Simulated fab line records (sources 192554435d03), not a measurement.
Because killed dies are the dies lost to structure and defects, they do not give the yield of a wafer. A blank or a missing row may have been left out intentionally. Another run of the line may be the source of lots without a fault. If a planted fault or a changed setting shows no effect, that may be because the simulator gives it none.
Code-filled problem report in 8D (eight disciplines) form -- flow n5_finfet -- the parts of the form that need people (team, actions taken, sign-off) are left out

== 1. PROBLEM STATEMENT ==
At N5_PASSIVATION_PROBE_49, killed_at_front_end averages 163 over 3 wafers from 2 lots, while fault-free wafers read 39, standard deviation 11. Measured from the usual mean, that is +11 standard deviations.
Seen first at day 14 16:17 on prober-02, wafer L462.5. The record has a number at this step for 24 wafers belonging to 8 lots. Rule for "out", or "out of limits": more than 4 standard deviations from the usual mean. Any other wafer with a number is counted as sound.

== 2. WHAT IT IS, AND WHAT IT ISN'T ==
question,is,is not
which readings at this step,"killed_at_front_end, defect_limited_yield, killed_dies, sort_bin_5_function, sort_n_pass, sort_yield_pct","killed_at_M0_to_M3, killed_at_M4_up, killed_at_contacts, killed_at_other, killed_open, killed_short, sort_bin_6_memory"
which lots,"L462, L464","L451, L452, L457, L460, L467, L472"
which wafers of those lots,"L462.5, L464.4, L464.6","L462.1, L462.4, L464.3"
read on which tools,prober-02,prober-01
when,from day 14 16:17,"up to then (14 sound wafers); but 7 sound wafers of L464, L467, L472 came after"

== 3. WHAT RULES OUT EACH SUSPECT ==
Counting: a tool at a process step up to the reading stays a suspect if it ran every lot that is out. Sound lots after the first of them don't rule it out here, since some wafers of a struck lot are sound.
- rie_metal-01 at N5_GATE_CUT_CUT_ETCH_55 (etches HfO2 in BCl3, target depth 3.2 nm): kept. Every lot that is out went through it, the first being L462 (day 7 07:26); the last sound lot it ran before that was L460 (day 6 19:25).
- rie_diel-02 at N5_PASSIVATION_ETCH_15 (etches SiCN in CF4/N2, target depth 75 nm, time 81.2 s): kept. Every lot that is out went through it, the first being L462 (day 14 10:44); the last sound lot it ran before that was L451 (day 11 08:36). With no start given for some of its lots, N5_PASSIVATION_ETCH_15 uses the hours and lot order of N5_PASSIVATION_DESCUM_32.
- prober-02 at N5_PASSIVATION_PROBE_49: kept. Every lot that is out went through it, the first being L462 (day 14 16:05); the last sound lot it ran before that was L460 (day 14 00:23). On those wafers its own readings are out: defect_limited_yield, killed_at_front_end, killed_dies, sort_bin_5_function, sort_n_pass, sort_yield_pct.
- At N5_GATE_CUT_CUT_ETCH_55 on rie_metal-01, chamber 1 took the sound wafers of the same lots and chamber 0 took the wafers that are out.
Still standing after the count: rie_metal-01 at N5_GATE_CUT_CUT_ETCH_55, rie_diel-02 at N5_PASSIVATION_ETCH_15, prober-02 at N5_PASSIVATION_PROBE_49.

== 4. THE CAUSE (what the simulator had put in) ==
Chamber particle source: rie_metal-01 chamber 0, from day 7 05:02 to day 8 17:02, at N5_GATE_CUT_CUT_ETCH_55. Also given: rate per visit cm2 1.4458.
Counting leaves 3 suspects; this tool is one of them.

== 5. THE EFFECT CHAIN, in route order ==
One row per reading whose mean, taken over the struck wafers that have a number, lies over 3 standard deviations from the usual. Readings are gone through only where the record gives a usual standard deviation; hours: the median, over the lots, of the time from a lot's start at the first step in this table giving one to that lot's start at this step; sigmas: the change measured in usual standard deviations.
hours,step,reading,usual,on struck wafers,change,sigmas
0,N5_PASSIVATION_PROBE_49,defect_limited_yield,91.3 %,81.0,-10.3,-6.8
0,N5_PASSIVATION_PROBE_49,killed_at_front_end,39,163,+124,+11
0,N5_PASSIVATION_PROBE_49,killed_dies,102,224,+122,+6.8
0,N5_PASSIVATION_PROBE_49,killed_on_rim,13,31,+18,+4.4
0,N5_PASSIVATION_PROBE_49,sort_bin_5_function,5.1 %,11.3,+6.2,+6.2
0,N5_PASSIVATION_PROBE_49,sort_n_pass,1078,956,-122,-6.8
0,N5_PASSIVATION_PROBE_49,sort_yield_pct,91.3 %,81.0,-10.3,-6.8
The process steps in it:
- N5_PASSIVATION_PROBE_49

== 6. HOW IT WOULD HAVE BEEN CAUGHT EARLIER ==
The fault began at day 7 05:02; the first out-of-limits reading in this record came at day 14 16:17, 179 hours later.
No tool reading at N5_GATE_CUT_CUT_ETCH_55 that has a usual standard deviation in the record was out on any struck wafer, so an alarm limit of 4 standard deviations on those readings would not have fired.
The start of N5_GATE_CUT_CUT_ETCH_55 on rie_metal-01 came by day 14 16:17 for every one of the lots that are out (2). Had the tool been put on hold then, not one of them would have been saved.
